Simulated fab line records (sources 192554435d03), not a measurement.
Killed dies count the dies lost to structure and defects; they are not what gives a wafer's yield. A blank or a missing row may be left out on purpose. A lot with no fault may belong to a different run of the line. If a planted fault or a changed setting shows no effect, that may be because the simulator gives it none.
Matching of chambers ; flow n5Finfet ; N5_HKMG_FIN_ALD_21 on aldMetal-01: 4 sister chambers
The step deposits TiN, target thk 1.5 nm, pulse time 1 s, purge time 3 s. 8 wafers are shown with their chamber, then 11 later ones without.

WAFERS, EACH WITH ITS CHAMBER
wafer;chamber;heaterPowerW (W);precursorPulseHeightRel
L083.1;2;699;0.995
L084.6;2;692;0.986
L089.4;0;1110;0.968
L089.6;0;1104;1.001
L092.1;3;793;0.995
L092.2;1;916;1.037
L092.5;1;889;0.994
L093.3;3;771;1.023

WAFERS MISSING THEIR CHAMBER
wafer;heaterPowerW (W);precursorPulseHeightRel
L093.5;761;1.012
L093.6;692;1.009
L094.2;681;1.008
L094.3;792;0.986
L094.6;785;1.005
L095.2;677;1.007
L095.5;1116;1.015
L095.6;770;0.977
L097.2;929;0.998
L097.3;1100;0.999
L097.6;903;0.999

THE CHAMBER EACH PASSED THROUGH
wafer;from the rows above;in truth
L093.5;3;3
L093.6;2;2
L094.2;2;2
L094.3;3;3
L094.6;3;3
L095.2;2;2
L095.5;0;0
L095.6;3;3
L097.2;1;1
L097.3;0;0
L097.6;1;1
11 of 11 placed correctly. Left unplaced by these rows: 0. Placed wrongly: 0.
How it was worked out, from the rows above alone: a wafer's distance from a chamber is the root of the sum, over the readings, of the square of ((its reading less the chamber's mean) divided by the reading's scatter). If the next closest chamber is less than 2 further off than the closest, the wafer can't be placed; otherwise it belongs to the closest. Each chamber's mean is taken over the wafers shown for it. The scatter: take each reading less its chamber's mean, square it, sum over the shown wafers, divide by the number of wafers less the number of chambers, and take the root.
